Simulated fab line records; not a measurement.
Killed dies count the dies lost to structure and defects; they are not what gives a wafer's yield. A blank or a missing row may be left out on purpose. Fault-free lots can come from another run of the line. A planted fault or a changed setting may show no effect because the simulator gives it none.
fab line records -- flow nand_harc
record: lots: 24, wafers: 72, last_day: 25
route steps=1159 shown P_GATE@205 P_CONTACT@249 P_M0@275
lots that met no fault: taken from a fault-free run of the same line
start_h: hours from the record's opening day to when the first of the lot's shown wafers began -- wait_h: hours from the lot's prior step to this one -- " same as the row above -- L1.1+2: one row covering several wafers at once -- - no value, or no start given -- * or withheld: withheld -- < > ~ a bound
route shown NAME@n: names a module that has steps shown in the file, with the first one's number in the route -- usual: average and standard deviation across the fault-free wafers -- same: alike in all rows -- chamber/n: place in a boat -- sites: per-site readings -- _std_site: the standard deviation of these -- _edge_site: mean of outer sites minus mean of inner sites -- radius_mm: how far each site lies from the wafer's centre -- mask NAME#n: copy n -- behind: tool/chamber where the wafer was last shaped -- hold: why the lot went on hold/how many hours it stayed there/how the hold came to an end -- device: which transistor (n, p or np) failed to switch -- end of line: the tests these same wafers got at the end of their route -- where a step has no rows: the recipe by itself -- killed: the dies lost at the first sort to structure and to defects; this is not the yield of the wafer -- map: a wafer's dies, marking killed ones x, the rest . and places with no die _
set.NAME: the setting that was run; set.NAME@STEP: the one run at that earlier step -- model.NAME: the simulator's own value behind a step, which no gauge read
steps of the route over a sample of lots; a table a step, a row a wafer
services: a tool's chamber out of use, with start hour (start_h, from the record's first day; less than 0 if before it), hours out, and reason
== steps ==
step: NHARC_P_GATE_STRIP_95
recipe: power_w: 1500, temp_c: 250, chemistry: O2
usual: drypump_motor_current_A: 6.0/0.4, heater_power_w: 300/19
lot.wafer,tool,chamber,start_h,wait_h,drypump_motor_current_A,heater_power_w,rf_hours_counter_h
L074.1,plasma_asher-02,0,106.15,0.5,6.4,320,35
L074.4,plasma_asher-02,0,106.15,0.5,6.4,319,-
L074.5,plasma_asher-02,1,106.15,0.5,5.8,274,-
L075.1,plasma_asher-02,1,106.92,0.5,5.8,277,35
L075.3,plasma_asher-02,1,106.92,0.5,5.8,278,-
L075.6,plasma_asher-02,1,106.92,0.5,5.8,273,-
L077.2,plasma_asher-01,0,122.60,0.5,6.2,292,5
L077.4,plasma_asher-01,1,122.60,0.5,5.3,304,-
L077.5,plasma_asher-01,1,122.60,0.5,5.3,299,-
L076.2,plasma_asher-02,0,123.14,0.5,6.4,322,41
L076.4,plasma_asher-02,0,123.14,0.5,6.4,322,-
L076.6,plasma_asher-02,0,123.14,0.5,6.4,329,-
L078.1,plasma_asher-02,1,125.73,0.6,5.8,270,42
L078.3,plasma_asher-02,1,125.73,0.6,5.8,274,-
L078.4,plasma_asher-02,0,125.73,0.6,6.4,322,-
L080.2,plasma_asher-02,1,134.42,0.5,5.8,288,45
L080.6,plasma_asher-02,0,134.42,0.5,6.4,328,-
L080.5,plasma_asher-02,1,134.42,0.5,5.8,279,-
L079.2,plasma_asher-01,1,134.77,0.5,5.3,299,9
L079.3,plasma_asher-01,0,134.77,0.5,6.1,292,-
L079.6,plasma_asher-01,0,134.77,0.5,6.1,298,-
L081.1,plasma_asher-01,1,151.33,0.5,5.3,305,14
L081.4,plasma_asher-01,1,151.33,0.5,5.3,304,-
L081.6,plasma_asher-01,1,151.33,0.5,5.3,302,-
L082.2,plasma_asher-02,0,158.93,0.6,6.4,326,52
L082.3,plasma_asher-02,1,158.93,0.6,5.8,285,-
L082.5,plasma_asher-02,1,158.93,0.6,5.9,272,-
L083.1,plasma_asher-02,0,165.28,0.6,6.4,320,54
L083.2,plasma_asher-02,1,165.28,0.6,5.8,274,54
L083.3,plasma_asher-02,1,165.28,0.6,5.8,283,-
L084.1,plasma_asher-02,0,169.86,0.6,6.4,317,56
L084.2,plasma_asher-02,1,169.86,0.6,5.8,280,56
L084.6,plasma_asher-02,0,169.86,0.6,6.4,318,-
L085.1,plasma_asher-02,1,170.64,0.5,5.8,281,57
L085.3,plasma_asher-02,0,170.64,0.5,6.4,322,-
L085.6,plasma_asher-02,1,170.64,0.5,5.8,274,-
L086.1,plasma_asher-01,1,185.64,0.6,5.3,304,25
L086.4,plasma_asher-01,0,185.64,0.6,6.1,288,-
L086.6,plasma_asher-01,0,185.64,0.6,6.1,294,-
L087.4,plasma_asher-01,0,186.42,0.4,6.1,292,-
L087.3,plasma_asher-01,1,186.42,0.4,5.3,296,-
L087.5,plasma_asher-01,1,186.42,0.4,5.3,310,-
L089.3,plasma_asher-01,1,189.24,0.4,5.3,308,-
L089.5,plasma_asher-01,1,189.24,0.4,5.3,303,-
L089.6,plasma_asher-01,0,189.24,0.4,6.1,303,-
L088.1,plasma_asher-02,1,193.92,0.6,5.8,284,1
L088.3,plasma_asher-02,0,193.92,0.6,6.4,325,-
L088.6,plasma_asher-02,0,193.92,0.6,6.4,333,-
L090.1,plasma_asher-02,1,202.53,0.6,5.8,283,4
L090.3,plasma_asher-02,0,202.53,0.6,6.4,326,-
L090.6,plasma_asher-02,0,202.53,0.6,6.4,322,-
L091.1,plasma_asher-01,1,202.64,0.5,5.3,302,34
L091.4,plasma_asher-01,0,202.64,0.5,6.1,289,-
L091.3,plasma_asher-01,1,202.64,0.5,5.3,302,-
L092.1,plasma_asher-02,1,218.02,0.6,5.8,284,8
L092.3,plasma_asher-02,1,218.02,0.6,5.8,285,-
L092.6,plasma_asher-02,0,218.02,0.6,6.4,328,-
L093.2,plasma_asher-01,1,227.69,0.6,5.3,300,41
L093.4,plasma_asher-01,0,227.69,0.6,6.1,286,-
L093.5,plasma_asher-01,0,227.69,0.6,6.1,290,-
L094.1,plasma_asher-02,0,227.94,0.6,6.4,335,11
L094.3,plasma_asher-02,0,227.94,0.6,6.4,329,-
L094.5,plasma_asher-02,0,227.94,0.6,6.4,337,-
L095.1,plasma_asher-01,0,233.66,0.6,6.2,288,44
L095.2,plasma_asher-01,1,233.66,0.6,5.3,307,44
L095.3,plasma_asher-01,1,233.66,0.6,5.3,299,-
L096.1,plasma_asher-02,0,234.62,0.5,6.4,315,14
L096.5,plasma_asher-02,1,234.62,0.5,5.8,280,-
L096.6,plasma_asher-02,0,234.62,0.5,6.4,324,-
L097.2,plasma_asher-01,1,244.34,0.5,5.3,307,49
L097.3,plasma_asher-01,1,244.34,0.5,5.3,305,-
L097.5,plasma_asher-01,1,244.34,0.5,5.3,313,-
step: NHARC_P_CONTACT_CMP_24
recipe: t_overpolish_s: 30, target_thk_nm: 200
usual: motor_current_A: 12.4/1.4, overpolish_run_s: 29.999/0.0082, time_to_endpoint_s: 41.0/2.7
lot.wafer,tool,chamber,start_h,wait_h,motor_current_A,overpolish_run_s,time_to_endpoint_s
L074.1,cmp-04,2,112.52,0.6,12.9,29.991,38.8
L074.4,cmp-04,3,112.52,0.6,14.3,29.991,38.2
L074.5,cmp-04,1,112.52,0.6,11.2,29.993,38.0
L075.3,cmp-03,3,113.34,0.4,11.6,30.014,38.0
L075.1,cmp-03,1,113.34,0.4,13.6,30.005,42.2
L075.6,cmp-03,2,113.34,0.4,13.9,30.000,41.3
L077.2,cmp-01,0,130.03,0.5,12.1,29.995,40.4
L077.4,cmp-01,2,130.03,0.5,12.8,29.992,39.6
L077.5,cmp-01,3,130.03,0.5,10.8,30.001,41.7
L076.4,cmp-01,2,130.38,0.3,12.7,30.005,42.8
L076.2,cmp-01,3,130.38,0.3,10.2,30.019,41.0
L076.6,cmp-01,0,130.38,0.3,12.2,29.984,41.8
L078.1,cmp-01,3,132.40,0.6,10.2,29.984,44.2
L078.4,cmp-01,0,132.40,0.6,12.1,30.001,43.6
L078.3,cmp-01,2,132.40,0.6,11.9,29.989,41.3
L080.2,cmp-03,3,143.46,0.5,11.2,30.009,37.5
L080.6,cmp-03,2,143.46,0.5,13.6,29.999,37.0
L080.5,cmp-03,3,143.46,0.5,10.9,29.995,34.8
L079.3,cmp-01,1,143.53,0.4,11.6,30.000,48.8
L079.2,cmp-01,2,143.53,0.4,12.2,30.019,40.8
L079.6,cmp-01,1,143.53,0.4,11.4,30.008,44.0
L081.4,cmp-04,1,158.07,0.4,11.2,29.990,34.9
L081.1,cmp-04,2,158.07,0.4,13.5,29.994,35.4
L081.6,cmp-04,0,158.07,0.4,10.8,29.998,39.1
L082.2,cmp-04,3,167.12,0.5,13.8,29.999,42.7
L082.3,cmp-04,1,167.12,0.5,10.8,30.000,38.8
L082.5,cmp-04,2,167.12,0.5,13.0,29.985,38.7
L083.3,cmp-03,3,171.73,0.3,11.6,29.995,41.7
L083.1,cmp-03,0,171.73,0.3,14.4,29.983,43.0
L083.2,cmp-03,1,171.73,0.3,13.2,29.994,45.1
L084.2,cmp-04,2,178.96,0.8,13.7,29.994,41.6
L084.1,cmp-04,3,178.96,0.8,13.5,29.989,42.3
L084.6,cmp-04,2,178.96,0.8,13.4,29.993,37.1
L085.1,cmp-03,1,180.18,0.5,13.5,30.002,42.2
L085.3,cmp-03,2,180.18,0.5,14.1,29.993,39.5
L085.6,cmp-03,3,180.18,0.5,11.4,29.995,37.0
L086.1,cmp-01,2,199.04,0.6,11.7,30.002,40.9
L086.4,cmp-01,0,199.04,0.6,12.0,29.992,43.3
L086.6,cmp-01,2,199.04,0.6,11.8,29.993,41.6
L087.4,cmp-03,0,199.60,0.3,14.7,29.989,43.4
L087.3,cmp-03,1,199.60,0.3,12.1,30.010,44.2
L087.5,cmp-03,3,199.60,0.3,11.2,30.005,40.8
L089.3,cmp-01,3,200.89,0.3,10.2,30.007,44.5
L089.5,cmp-01,1,200.89,0.3,11.2,30.000,45.8
L089.6,cmp-01,2,200.89,0.3,11.8,29.996,41.8
L088.1,cmp-01,1,206.42,0.6,10.5,30.000,42.4
L088.3,cmp-01,3,206.42,0.6,10.5,29.991,44.0
L088.6,cmp-01,1,206.42,0.6,11.6,30.004,42.2
L090.1,cmp-03,2,214.93,0.6,13.6,30.010,40.5
L090.3,cmp-03,1,214.93,0.6,13.0,30.000,43.4
L090.6,cmp-03,2,214.93,0.6,13.5,30.004,40.7
L091.3,cmp-04,2,215.25,0.3,12.8,30.008,39.0
L091.4,cmp-04,0,215.25,0.3,10.6,29.993,37.0
L091.1,cmp-04,1,215.25,0.3,11.2,30.003,36.1
L092.1,cmp-03,3,226.99,0.6,11.1,30.015,39.5
L092.3,cmp-03,1,226.99,0.6,14.0,29.995,41.7
L092.6,cmp-03,3,226.99,0.6,12.0,30.000,39.7
L094.1,cmp-03,0,236.56,0.6,15.2,29.991,39.7
L094.3,cmp-03,3,236.56,0.6,11.9,29.989,42.8
L094.5,cmp-03,1,236.56,0.6,13.8,29.985,46.0
L093.2,cmp-04,1,236.56,0.5,10.9,30.001,37.8
L093.4,cmp-04,2,236.56,0.5,13.0,29.995,39.3
L093.5,cmp-04,1,236.56,0.5,11.0,30.014,40.0
L095.3,cmp-03,1,240.11,0.4,13.1,29.999,45.0
L095.1,cmp-03,2,240.11,0.4,14.3,29.993,41.5
L095.2,cmp-03,3,240.11,0.4,10.9,29.998,40.7
L096.1,cmp-03,3,241.10,0.6,12.0,30.005,37.9
L096.6,cmp-03,0,241.10,0.6,15.8,29.994,41.6
L096.5,cmp-03,1,241.10,0.6,13.7,29.996,42.7
L097.3,cmp-01,0,250.64,0.3,11.8,29.990,41.8
L097.2,cmp-01,3,250.64,0.3,10.3,29.996,43.7
L097.5,cmp-01,1,250.64,0.3,11.2,30.005,42.9
step: NHARC_P_M0_PVD_21
recipe: target_thk_a: 300, chamber_pressure_pa: 5, power_w: 5000, substrate_temp_c: 30, time_s: 20.49, material: Cu
usual: chamber_pressure_pa: 4.999/0.012, throttle_valve_pct: 30.2/0.82
lot.wafer,tool,chamber,start_h,wait_h,chamber_pressure_pa,throttle_valve_pct
L074.4,pvd_sputter-01,-,-,-,5.012,30.9
L074.1,pvd_sputter-01,-,-,-,4.993,28.5
L074.5,pvd_sputter-01,-,-,-,5.013,30.8
L075.3,pvd_sputter-01,-,-,-,5.002,29.3
L075.1,pvd_sputter-01,-,-,-,5.009,28.8
L075.6,pvd_sputter-01,-,-,-,4.996,30.8
L077.2,pvd_sputter-02,-,-,-,4.996,30.6
L077.4,pvd_sputter-02,-,-,-,4.989,30.3
L077.5,pvd_sputter-02,-,-,-,5.005,29.4
L076.2,pvd_sputter-01,-,-,-,4.994,28.5
L076.4,pvd_sputter-01,-,-,-,5.000,30.1
L076.6,pvd_sputter-01,-,-,-,4.999,29.4
L078.4,pvd_sputter-03,-,-,-,5.004,31.5
L078.1,pvd_sputter-03,-,-,-,5.014,31.2
L078.3,pvd_sputter-03,-,-,-,4.994,30.1
L079.2,pvd_sputter-01,-,-,-,4.999,31.0
L079.3,pvd_sputter-01,-,-,-,5.009,29.6
L079.6,pvd_sputter-01,-,-,-,4.983,29.8
L080.2,pvd_sputter-02,-,-,-,4.985,30.6
L080.6,pvd_sputter-02,-,-,-,4.993,30.3
L080.5,pvd_sputter-02,-,-,-,5.004,30.4
L081.4,pvd_sputter-01,-,-,-,5.001,28.7
L081.1,pvd_sputter-01,-,-,-,4.980,30.0
L081.6,pvd_sputter-01,-,-,-,5.006,30.4
L082.2,pvd_sputter-03,-,-,-,5.005,31.1
L082.3,pvd_sputter-03,-,-,-,5.010,30.3
L082.5,pvd_sputter-03,-,-,-,5.009,31.4
L083.2,pvd_sputter-03,-,-,-,5.012,31.2
L083.3,pvd_sputter-03,-,-,-,5.002,30.0
L083.1,pvd_sputter-03,-,-,-,4.983,29.9
L084.2,pvd_sputter-02,-,-,-,4.999,29.3
L084.1,pvd_sputter-02,-,-,-,4.974,30.5
L084.6,pvd_sputter-02,-,-,-,4.987,29.5
L085.1,pvd_sputter-02,-,-,-,4.998,30.8
L085.3,pvd_sputter-02,-,-,-,4.985,30.5
L085.6,pvd_sputter-02,-,-,-,5.010,30.7
L086.4,pvd_sputter-03,-,-,-,5.002,31.4
L086.1,pvd_sputter-03,-,-,-,5.017,29.9
L086.6,pvd_sputter-03,-,-,-,4.991,31.1
L087.4,pvd_sputter-02,-,-,-,5.002,29.1
L087.3,pvd_sputter-02,-,-,-,5.014,30.3
L087.5,pvd_sputter-02,-,-,-,5.015,30.4
L089.3,pvd_sputter-02,-,-,-,4.994,30.6
L089.5,pvd_sputter-02,-,-,-,4.994,30.4
L089.6,pvd_sputter-02,-,-,-,5.002,30.7
L088.1,pvd_sputter-01,-,-,-,5.003,28.5
L088.3,pvd_sputter-01,-,-,-,4.985,29.9
L088.6,pvd_sputter-01,-,-,-,5.005,28.4
L090.1,pvd_sputter-03,-,-,-,4.999,31.1
L090.3,pvd_sputter-03,-,-,-,4.994,30.3
L090.6,pvd_sputter-03,-,-,-,4.995,30.1
L091.1,pvd_sputter-03,-,-,-,5.001,30.0
L091.3,pvd_sputter-03,-,-,-,5.006,31.6
L091.4,pvd_sputter-03,-,-,-,4.979,30.9
L092.3,pvd_sputter-03,-,-,-,5.010,31.2
L092.1,pvd_sputter-03,-,-,-,4.994,29.5
L092.6,pvd_sputter-03,-,-,-,4.999,31.3
L093.4,pvd_sputter-02,-,-,-,5.000,30.8
L093.2,pvd_sputter-02,-,-,-,5.013,29.6
L093.5,pvd_sputter-02,-,-,-,5.014,30.5
L094.1,pvd_sputter-03,-,-,-,5.004,29.5
L094.3,pvd_sputter-03,-,-,-,5.010,31.4
L094.5,pvd_sputter-03,-,-,-,4.998,30.0
L095.3,pvd_sputter-01,-,-,-,4.995,30.6
L095.2,pvd_sputter-01,-,-,-,5.020,28.4
L095.1,pvd_sputter-01,-,-,-,4.981,29.5
L096.1,pvd_sputter-02,-,-,-,4.999,29.8
L096.6,pvd_sputter-02,-,-,-,4.993,29.6
L096.5,pvd_sputter-02,-,-,-,5.014,29.8
L097.3,pvd_sputter-01,-,-,-,5.000,31.0
L097.2,pvd_sputter-01,-,-,-,4.981,30.5
L097.5,pvd_sputter-01,-,-,-,5.028,30.8
step: NHARC_P_M0_CMP_23
recipe: t_overpolish_s: 20, target_thk_nm: 117.53
usual: motor_current_A: 12.5/1.5, time_to_endpoint_s: 28.9/2.5
lot.wafer,tool,chamber,start_h,wait_h,motor_current_A,time_to_endpoint_s
L074.4,cmp-03,1,116.29,-,13.4,33.3
L074.1,cmp-03,3,116.29,-,11.3,28.7
L074.5,cmp-03,1,116.29,-,13.8,33.6
L075.1,cmp-03,0,117.20,-,14.6,27.7
L075.3,cmp-03,2,117.20,-,13.6,29.5
L075.6,cmp-03,0,117.20,-,14.8,28.2
L077.4,cmp-03,0,133.55,-,15.2,26.5
L077.2,cmp-03,1,133.55,-,12.8,28.2
L077.5,cmp-03,3,133.55,-,11.0,26.4
L076.2,cmp-03,2,133.90,-,14.1,25.9
L076.4,cmp-03,1,133.90,-,12.8,29.2
L076.6,cmp-03,3,133.90,-,11.7,26.5
L078.4,cmp-02,2,135.88,-,12.9,30.5
L078.1,cmp-02,3,135.88,-,12.3,27.8
L078.3,cmp-02,1,135.88,-,12.5,27.3
L079.3,cmp-03,0,147.04,-,14.5,31.2
L079.2,cmp-03,2,147.04,-,13.6,29.2
L079.6,cmp-03,1,147.04,-,13.7,32.7
L080.2,cmp-02,3,147.28,-,11.5,27.7
L080.5,cmp-02,2,147.28,-,13.1,29.4
L080.6,cmp-02,3,147.28,-,11.5,26.6
L081.1,cmp-04,1,161.60,-,11.2,30.0
L081.4,cmp-04,3,161.60,-,12.7,29.7
L081.6,cmp-04,2,161.60,-,12.9,28.8
L082.2,cmp-04,0,170.69,-,10.2,28.9
L082.3,cmp-04,3,170.69,-,14.3,28.4
L082.5,cmp-04,1,170.69,-,10.5,28.6
L083.2,cmp-04,2,175.58,-,13.2,31.3
L083.3,cmp-04,3,175.58,-,13.3,29.4
L083.1,cmp-04,1,175.58,-,11.1,31.6
L084.2,cmp-04,2,182.48,-,12.7,31.7
L084.1,cmp-04,3,182.48,-,12.9,31.3
L084.6,cmp-04,1,182.48,-,11.4,31.8
L085.3,cmp-04,0,184.16,-,9.9,26.0
L085.1,cmp-04,1,184.16,-,11.3,28.6
L085.6,cmp-04,0,184.16,-,10.7,25.4
L086.4,cmp-03,3,202.54,-,11.7,33.4
L086.1,cmp-03,2,202.54,-,13.6,30.5
L086.6,cmp-03,0,202.54,-,15.1,32.6
L087.4,cmp-04,2,203.07,-,13.5,28.3
L087.3,cmp-04,3,203.07,-,14.1,29.3
L087.5,cmp-04,2,203.07,-,12.8,30.5
L089.3,cmp-03,3,204.29,-,11.3,27.5
L089.6,cmp-03,0,204.29,-,14.2,28.8
L089.5,cmp-03,1,204.29,-,13.8,32.3
L088.1,cmp-03,0,209.91,-,14.0,31.6
L088.3,cmp-03,1,209.91,-,13.5,35.5
L088.6,cmp-03,0,209.91,-,14.4,29.2
L090.3,cmp-03,2,218.48,-,13.8,30.2
L090.1,cmp-03,0,218.48,-,14.8,30.0
L090.6,cmp-03,2,218.48,-,13.8,28.8
L091.3,cmp-02,0,219.17,-,10.9,26.3
L091.1,cmp-02,1,219.17,-,12.1,25.1
L091.4,cmp-02,2,219.17,-,13.8,26.1
L092.3,cmp-04,1,230.50,-,11.0,27.1
L092.1,cmp-04,3,230.50,-,13.4,25.1
L092.6,cmp-04,2,230.50,-,13.0,25.7
L093.4,cmp-02,3,240.07,-,12.0,28.0
L093.2,cmp-02,0,240.07,-,10.1,30.9
L093.5,cmp-02,0,240.07,-,10.4,32.2
L094.1,cmp-04,0,240.32,-,10.7,28.8
L094.3,cmp-04,1,240.32,-,10.5,26.8
L094.5,cmp-04,1,240.32,-,10.2,27.2
L095.2,cmp-04,0,243.72,-,10.4,26.1
L095.1,cmp-04,1,243.72,-,11.5,28.5
L095.3,cmp-04,2,243.72,-,13.2,30.7
L096.1,cmp-04,1,244.61,-,11.1,26.5
L096.5,cmp-04,1,244.61,-,10.8,27.0
L096.6,cmp-04,2,244.61,-,12.9,24.0
L097.3,cmp-02,2,254.70,-,13.2,32.3
L097.2,cmp-02,1,254.70,-,11.9,29.3
L097.5,cmp-02,3,254.70,-,11.6,28.1
step: NHARC_P_M0_INSPECT_27
usual: raw_defect_count: 328/120
lot.wafer,tool,chamber,start_h,wait_h,raw_defect_count
L074.1,defect_inspect-02,-,116.74,0.0,232
L074.4,defect_inspect-02,-,116.74,0.0,379
L074.5,defect_inspect-02,-,116.74,0.0,347
L075.1,defect_inspect-01,-,117.67,0.0,224
L075.3,defect_inspect-01,-,117.67,0.0,436
L075.6,defect_inspect-01,-,117.67,0.0,276
L077.2,defect_inspect-02,-,133.98,0.0,273
L077.4,defect_inspect-02,-,133.98,0.0,533
L077.5,defect_inspect-02,-,133.98,0.0,432
L076.2,defect_inspect-01,-,134.38,0.0,295
L076.4,defect_inspect-01,-,134.38,0.0,418
L076.6,defect_inspect-01,-,134.38,0.0,369
L078.1,defect_inspect-02,-,136.35,0.0,276
L078.3,defect_inspect-02,-,136.35,0.0,334
L078.4,defect_inspect-02,-,136.35,0.0,288
L079.2,defect_inspect-02,-,147.52,0.0,137
L079.3,defect_inspect-02,-,147.52,0.0,156
L079.6,defect_inspect-02,-,147.52,0.0,259
L080.2,defect_inspect-02,-,147.72,0.0,224
L080.5,defect_inspect-02,-,147.72,0.0,229
L080.6,defect_inspect-02,-,147.72,0.0,362
L081.1,defect_inspect-01,-,162.07,0.0,290
L081.4,defect_inspect-01,-,162.07,0.0,405
L081.6,defect_inspect-01,-,162.07,0.0,321
L082.2,defect_inspect-02,-,171.16,0.0,289
L082.3,defect_inspect-02,-,171.16,0.0,274
L082.5,defect_inspect-02,-,171.16,0.0,310
L083.1,defect_inspect-01,-,176.05,0.0,379
L083.2,defect_inspect-01,-,176.05,0.0,261
L083.3,defect_inspect-01,-,176.05,0.0,277
L084.1,defect_inspect-02,-,182.93,0.0,294
L084.2,defect_inspect-02,-,182.93,0.0,411
L084.6,defect_inspect-02,-,182.93,0.0,219
L085.1,defect_inspect-02,-,184.63,0.0,252
L085.3,defect_inspect-02,-,184.63,0.0,153
L085.6,defect_inspect-02,-,184.63,0.0,157
L086.1,defect_inspect-02,-,203.01,0.0,250
L086.4,defect_inspect-02,-,203.01,0.0,237
L086.6,defect_inspect-02,-,203.01,0.0,238
L087.3,defect_inspect-01,-,203.54,0.0,295
L087.4,defect_inspect-01,-,203.54,0.0,167
L087.5,defect_inspect-01,-,203.54,0.0,332
L089.3,defect_inspect-01,-,204.67,0.0,250
L089.5,defect_inspect-01,-,204.67,0.0,256
L089.6,defect_inspect-01,-,204.67,0.0,140
L088.1,defect_inspect-01,-,210.38,0.0,354
L088.3,defect_inspect-01,-,210.38,0.0,342
L088.6,defect_inspect-01,-,210.38,0.0,259
L090.1,defect_inspect-02,-,218.92,0.0,140
L090.3,defect_inspect-02,-,218.92,0.0,147
L090.6,defect_inspect-02,-,218.92,0.0,185
L091.1,defect_inspect-01,-,219.61,0.0,542
L091.3,defect_inspect-01,-,219.61,0.0,429
L091.4,defect_inspect-01,-,219.61,0.0,651
L092.1,defect_inspect-01,-,230.97,0.0,385
L092.3,defect_inspect-01,-,230.97,0.0,426
L092.6,defect_inspect-01,-,230.97,0.0,292
L093.2,defect_inspect-01,-,240.54,0.0,284
L093.4,defect_inspect-01,-,240.54,0.0,386
L093.5,defect_inspect-01,-,240.54,0.0,249
L094.1,defect_inspect-01,-,240.79,0.0,313
L094.3,defect_inspect-01,-,240.79,0.0,266
L094.5,defect_inspect-01,-,240.79,0.0,295
L095.1,defect_inspect-01,-,244.19,0.0,284
L095.2,defect_inspect-01,-,244.19,0.0,302
L095.3,defect_inspect-01,-,244.19,0.0,413
L096.1,defect_inspect-01,-,245.08,0.0,422
L096.5,defect_inspect-01,-,245.08,0.0,367
L096.6,defect_inspect-01,-,245.08,0.0,264
L097.2,defect_inspect-01,-,255.20,0.0,299
L097.3,defect_inspect-01,-,255.20,0.0,322
L097.5,defect_inspect-01,-,255.20,0.0,584
step: NHARC_P_M0_DEP_32
recipe: target_thk_a: 300, temp_c: 370, target_thk_nm: 30, pressure_torr: 3, flow_sccm: 200, rf_w: 450, material: SiCN
usual: heater_power_outer_w: 349/41, heater_power_w: 593/54
lot.wafer,tool,chamber,start_h,wait_h,heater_power_outer_w,heater_power_w
L074.1,pecvd-02,2,116.93,0.1,354,600
L074.5,pecvd-02,1,116.93,0.1,366,597
L074.4,pecvd-02,0,116.93,0.1,368,569
L075.1,pecvd-04,2,117.82,0.1,313,520
L075.3,pecvd-04,1,117.82,0.1,326,583
L075.6,pecvd-04,2,117.82,0.1,324,499
L077.2,pecvd-02,2,134.21,0.1,361,608
L077.5,pecvd-02,0,134.21,0.1,415,639
L077.4,pecvd-02,1,134.21,0.1,401,619
L076.2,pecvd-04,1,134.57,0.1,309,561
L076.4,pecvd-04,1,134.57,0.1,313,572
L076.6,pecvd-04,2,134.57,0.1,329,538
L078.1,pecvd-02,0,136.50,0.1,329,538
L078.3,pecvd-02,2,136.50,0.1,392,675
L078.4,pecvd-02,0,136.50,0.1,323,530
L079.2,pecvd-03,1,147.66,0.1,365,635
L079.3,pecvd-03,0,147.66,0.1,300,563
L079.6,pecvd-03,1,147.66,0.1,371,648
L080.2,pecvd-04,2,147.95,0.1,345,553
L080.5,pecvd-04,0,147.95,0.1,356,623
L080.6,pecvd-04,1,147.95,0.1,346,622
L081.1,pecvd-04,1,162.30,0.1,302,553
L081.4,pecvd-04,2,162.30,0.1,295,487
L081.6,pecvd-04,0,162.30,0.1,314,600
L082.3,pecvd-03,0,171.31,0.1,349,636
L082.2,pecvd-03,1,171.31,0.1,319,563
L082.5,pecvd-03,2,171.31,0.1,253,499
L083.2,pecvd-02,2,176.22,0.1,340,613
L083.1,pecvd-02,0,176.22,0.1,452,696
L083.3,pecvd-02,1,176.22,0.1,379,597
L084.1,pecvd-02,1,183.07,0.1,373,590
L084.2,pecvd-02,2,183.07,0.1,382,650
L084.6,pecvd-02,1,183.07,0.1,373,596
L085.1,pecvd-04,1,184.82,0.1,356,636
L085.3,pecvd-04,2,184.82,0.1,354,557
L085.6,pecvd-04,0,184.82,0.1,287,532
L086.1,pecvd-02,2,203.25,0.1,338,604
L086.6,pecvd-02,1,203.25,0.1,359,577
L086.4,pecvd-02,2,203.25,0.1,350,592
L087.3,pecvd-03,0,203.77,0.1,325,602
L087.5,pecvd-03,2,203.77,0.1,322,622
L087.4,pecvd-03,0,203.77,0.1,323,605
L089.3,pecvd-02,0,204.91,0.1,404,663
L089.5,pecvd-02,2,204.91,0.1,369,644
L089.6,pecvd-02,0,204.91,0.1,420,657
L088.1,pecvd-04,0,210.57,0.1,333,602
L088.3,pecvd-04,1,210.57,0.1,285,521
L088.6,pecvd-04,0,210.57,0.1,347,619
L090.3,pecvd-04,1,219.07,0.1,326,560
L090.1,pecvd-04,0,219.07,0.1,354,633
L090.6,pecvd-04,0,219.07,0.1,361,650
L091.1,pecvd-02,2,219.80,0.1,349,605
L091.3,pecvd-02,0,219.80,0.1,427,714
L091.4,pecvd-02,2,219.80,0.1,349,614
L092.3,pecvd-02,0,231.12,0.1,432,690
L092.1,pecvd-02,1,231.12,0.1,322,509
L092.6,pecvd-02,2,231.12,0.1,398,678
L093.2,pecvd-03,1,240.68,0.1,348,613
L093.4,pecvd-03,2,240.68,0.1,275,564
L093.5,pecvd-03,0,240.68,0.1,286,525
L094.1,pecvd-04,2,240.94,0.1,356,553
L094.3,pecvd-04,1,240.94,0.1,349,600
L094.5,pecvd-04,2,240.94,0.1,358,553
L095.2,pecvd-02,1,244.37,0.1,389,585
L095.3,pecvd-02,2,244.37,0.1,384,649
L095.1,pecvd-02,0,244.37,0.1,425,656
L096.1,pecvd-02,2,245.32,0.1,387,670
L096.6,pecvd-02,0,245.32,0.1,344,569
L096.5,pecvd-02,2,245.32,0.1,387,652
L097.3,pecvd-03,0,255.34,0.1,327,603
L097.2,pecvd-03,2,255.34,0.1,328,614
L097.5,pecvd-03,0,255.34,0.1,330,603
== services ==
tool,chamber,start_h,hours,kind
cmp-01,-,87.00,0.5,repair
plasma_asher-01,-,90.25,1.2,repair
plasma_asher-01,-,99.00,9.0,pm
cmp-04,-,106.22,4.0,pm
pvd_sputter-03,-,106.96,10.0,pm
cmp-03,-,109.93,0.5,repair
cmp-03,-,114.73,1.0,repair
cmp-03,-,116.85,0.2,repair
cmp-03,-,118.13,2.9,repair
cmp-01,-,119.63,1.4,repair
cmp-03,-,130.44,1.3,repair
pecvd-02,-,153.27,13.0,pm
cmp-03,-,156.00,4.0,pm
cmp-03,-,166.17,2.2,repair
cmp-03,-,185.71,1.2,repair
pecvd-02,-,190.50,2.5,repair
cmp-04,-,204.22,4.0,pm
cmp-03,-,204.97,0.7,repair
cmp-03,-,227.82,1.3,repair
pecvd-02,-,233.78,0.5,repair
plasma_asher-02,-,234.84,7.2,repair
plasma_asher-02,-,243.10,24.9,repair
pecvd-02,1,247.97,14.3,repair
cmp-03,-,253.45,1.7,repair
== key ==
fault none
